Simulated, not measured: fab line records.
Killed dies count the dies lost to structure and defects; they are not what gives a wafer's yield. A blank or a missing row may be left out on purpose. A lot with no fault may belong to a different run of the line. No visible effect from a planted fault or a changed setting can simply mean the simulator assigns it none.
Chamber matching / flow n5Finfet / rieDiel-03 running N5_BEOL_M6_DESCUM_33: 4 sister chambers
The step chemistry O2, time 7 s. 8 wafers are shown with their chamber, then 11 later ones without.

WAFERS PAIRED WITH THEIR CHAMBERS
wafer=L078.3; chamber=1; drypumpMotorCurrentA (A)=6.5; throttleValvePct (%)=20.63
wafer=L084.6; chamber=2; drypumpMotorCurrentA (A)=4.8; throttleValvePct (%)=20.16
wafer=L086.1; chamber=3; drypumpMotorCurrentA (A)=6.5; throttleValvePct (%)=20.12
wafer=L086.4; chamber=0; drypumpMotorCurrentA (A)=5.0; throttleValvePct (%)=20.70
wafer=L091.2; chamber=1; drypumpMotorCurrentA (A)=6.6; throttleValvePct (%)=20.29
wafer=L091.4; chamber=3; drypumpMotorCurrentA (A)=6.5; throttleValvePct (%)=20.13
wafer=L091.5; chamber=0; drypumpMotorCurrentA (A)=5.0; throttleValvePct (%)=20.71
wafer=L090.1; chamber=2; drypumpMotorCurrentA (A)=4.8; throttleValvePct (%)=20.17

WAFERS WITH NO CHAMBER GIVEN
wafer=L090.2; drypumpMotorCurrentA (A)=6.6; throttleValvePct (%)=20.28
wafer=L090.3; drypumpMotorCurrentA (A)=5.0; throttleValvePct (%)=20.71
wafer=L093.1; drypumpMotorCurrentA (A)=4.8; throttleValvePct (%)=20.19
wafer=L093.3; drypumpMotorCurrentA (A)=6.6; throttleValvePct (%)=20.30
wafer=L093.5; drypumpMotorCurrentA (A)=6.5; throttleValvePct (%)=20.33
wafer=L097.2; drypumpMotorCurrentA (A)=6.6; throttleValvePct (%)=20.30
wafer=L097.3; drypumpMotorCurrentA (A)=5.0; throttleValvePct (%)=20.73
wafer=L097.6; drypumpMotorCurrentA (A)=6.6; throttleValvePct (%)=20.30
wafer=L096.2; drypumpMotorCurrentA (A)=6.5; throttleValvePct (%)=20.17
wafer=L096.4; drypumpMotorCurrentA (A)=4.8; throttleValvePct (%)=20.20
wafer=L096.6; drypumpMotorCurrentA (A)=6.5; throttleValvePct (%)=20.16

EACH ONE'S CHAMBER
wafer=L090.2; from the rows above=can't be placed: 1 or 3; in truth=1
wafer=L090.3; from the rows above=0; in truth=0
wafer=L093.1; from the rows above=2; in truth=2
wafer=L093.3; from the rows above=can't be placed: 1 or 3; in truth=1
wafer=L093.5; from the rows above=can't be placed: 3 or 1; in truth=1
wafer=L097.2; from the rows above=can't be placed: 1 or 3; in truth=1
wafer=L097.3; from the rows above=0; in truth=0
wafer=L097.6; from the rows above=can't be placed: 1 or 3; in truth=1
wafer=L096.2; from the rows above=3; in truth=3
wafer=L096.4; from the rows above=2; in truth=2
wafer=L096.6; from the rows above=3; in truth=3
6 of 11 placed correctly. Cannot be placed on the basis of these rows: 5; the candidates contain the true chamber in 5. 0 placed wrongly.
How it was worked out, from the rows above alone: a wafer's distance from a chamber is the root of the sum, over the readings, of the square of ((its reading less the chamber's mean) divided by the reading's scatter). If the next closest chamber is less than 2 further off than the closest, the wafer can't be placed; otherwise it belongs to the closest. Each chamber's mean is taken over the wafers shown for it. The scatter: take each reading less its chamber's mean, square it, sum over the shown wafers, divide by the number of wafers less the number of chambers, and take the root.
